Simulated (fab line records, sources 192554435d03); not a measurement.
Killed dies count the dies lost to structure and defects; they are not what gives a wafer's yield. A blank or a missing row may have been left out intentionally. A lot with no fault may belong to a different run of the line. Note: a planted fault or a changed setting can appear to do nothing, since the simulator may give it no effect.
Matching of chambers :: flow n5-finfet :: N5_FIN_SAQP_ETCH_65 on rie-si-04 has 4 sister chambers
The step etches SiO2 in CF4, target depth 4 nm, time 4.4 s. 4 wafers are shown with their chamber, then 7 later ones without.

== WAFERS, EACH WITH ITS CHAMBER ==
wafer: L087.2
chamber: 0
throttle-valve-pct (%): 21.50

wafer: L087.3
chamber: 3
throttle-valve-pct (%): 21.34

wafer: L090.1
chamber: 2
throttle-valve-pct (%): 21.51

wafer: L090.4
chamber: 1
throttle-valve-pct (%): 21.79

== WAFERS WITHOUT THEIR CHAMBER ==
wafer: L090.5
throttle-valve-pct (%): 21.52

wafer: L092.1
throttle-valve-pct (%): 21.51

wafer: L092.2
throttle-valve-pct (%): 21.34

wafer: L092.5
throttle-valve-pct (%): 21.34

wafer: L096.1
throttle-valve-pct (%): 21.50

wafer: L096.2
throttle-valve-pct (%): 21.36

wafer: L096.3
throttle-valve-pct (%): 21.80

== WHICH CHAMBER EACH WENT THROUGH ==
wafer: L090.5
from the rows above: can't be placed: 2 or 0
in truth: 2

wafer: L092.1
from the rows above: can't be placed: 2 or 0
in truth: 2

wafer: L092.2
from the rows above: 3
in truth: 3

wafer: L092.5
from the rows above: 3
in truth: 3

wafer: L096.1
from the rows above: can't be placed: 0 or 2
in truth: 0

wafer: L096.2
from the rows above: 3
in truth: 3

wafer: L096.3
from the rows above: 1
in truth: 1
Placed correctly: 4 of 7. Cannot be placed on the basis of these rows: 3; the candidates contain the true chamber in 3. Wrongly placed: 0.
How it was worked out, from the rows above alone: a wafer's distance from a chamber is the root of the sum, over the readings, of the square of ((its reading less the chamber's mean) divided by the reading's scatter). If the next closest chamber is less than 2 further off than the closest, the wafer can't be placed; otherwise it belongs to the closest. For every chamber, the mean is computed from those of its wafers that are shown. The scatter: root of mean squared gap, hidden wafer to nearest shown wafer, with one shown wafer a chamber.
